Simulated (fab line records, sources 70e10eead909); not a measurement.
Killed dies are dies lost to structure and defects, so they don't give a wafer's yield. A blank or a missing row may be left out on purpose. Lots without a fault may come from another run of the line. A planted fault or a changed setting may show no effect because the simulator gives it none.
Which tool did it? | flow nand_harc | 14 lots, 42 wafers sampled, at 2 steps of a route of 1302

WHAT THE GAUGES READ, wafer by wafer
NHARC_P_STI_INSPECT_11.
lot  | measured     | on                | raw_defect_count
L430 | day 2 22:05  | defect_inspect-02 | 20 8 10
L432 | day 3 17:08  | defect_inspect-01 | 6 2 7
L436 | day 5 08:52  | defect_inspect-02 | 4 6 9
L437 | day 5 18:11  | defect_inspect-02 | 2 4 5
L438 | day 6 05:05  | defect_inspect-02 | 7 12 2
L443 | day 8 08:20  | defect_inspect-02 | 4 1 5
L444 | day 8 15:32  | defect_inspect-01 | 4 6 8
L445 | day 9 01:14  | defect_inspect-02 | 9 5 5
L446 | day 9 11:38  | defect_inspect-02 | 7 8 3
L449 | day 10 22:17 | defect_inspect-02 | 4 9 12
L450 | day 11 04:59 | defect_inspect-02 | 8 2 2
L451 | day 11 13:02 | defect_inspect-02 | 10 3 4
L452 | day 12 01:19 | defect_inspect-01 | 4 3 4
L453 | day 12 10:44 | defect_inspect-01 | 6 9 5

NHARC_P_STI_OCD_MEAS_17.
lot  | measured     | on     | trench_depth_nm (nm) | trench_foot_cd_nm (nm)
L430 | day 2 22:45  | ocd-01 | 303 289 304          | 153.4 157.1 149.3
L432 | day 3 17:48  | ocd-01 | 305 294 304          | 157.0 155.9 155.1
L436 | day 5 09:32  | ocd-01 | 302 300 301          | 152.7 154.9 155.4
L437 | day 5 18:54  | ocd-02 | 304 304 302          | 159.5 158.0 154.7
L438 | day 6 05:45  | ocd-01 | 305 302 297          | 161.1 163.9 159.7
L443 | day 8 09:02  | ocd-01 | 291 309 306          | 155.1 156.6 156.0
L444 | day 8 16:12  | ocd-02 | 293 299 291          | 161.4 159.4 156.0
L445 | day 9 01:54  | ocd-01 | 293 292 300          | 161.8 155.7 158.8
L446 | day 9 12:19  | ocd-02 | 300 291 298          | 157.6 161.4 161.6
L449 | day 10 22:58 | ocd-01 | 301 301 302          | 153.8 156.3 153.8
L450 | day 11 05:39 | ocd-02 | 295 304 305          | 160.7 155.8 161.5
L451 | day 11 13:43 | ocd-02 | 301 308 294          | 159.1 157.0 158.1
L452 | day 12 01:58 | ocd-01 | 303 292 301          | 158.1 160.8 157.6
L453 | day 12 11:24 | ocd-02 | 305 296 303          | 162.4 159.7 161.5

WHICH TOOL RAN EACH LOT (tool, then ch and the chambers of the sampled wafers, then the start)
The record holds no process step before these readings.

WHAT THE TOOLS THEMSELVES READ (means of the sampled wafers that have a number; where no wafer has one, the mark that the record gives instead)
The record holds no such reading with a usual standard deviation.

THE ANSWER, worked out from the rows above alone
Rule: what is usual is taken from the lots themselves. Put in order of their means at a reading, lots are off if they are a third of the lots or fewer, leave a main group of 4 or more, and stand apart from it by a gap of 3 or more times the standard deviation of the main group's means; of several such gaps the widest counts. A main group whose means are all the same, to the digits that the tables above print for the reading, isn't used. A lot without any number at a reading at which 4 lots or more have one is off too. The other lots that the step has rows for count as sound. The gauges are gone through in route order, then the tools' own readings, and for those a lot's mean is taken as printed above. The first step at which some lot is off is used, and at that step the reading that is off furthest; a lot without a number counts as furthest.
No lot is off at any reading shown: from this, nothing can be told.

WHAT THE SIMULATOR HAD PUT IN
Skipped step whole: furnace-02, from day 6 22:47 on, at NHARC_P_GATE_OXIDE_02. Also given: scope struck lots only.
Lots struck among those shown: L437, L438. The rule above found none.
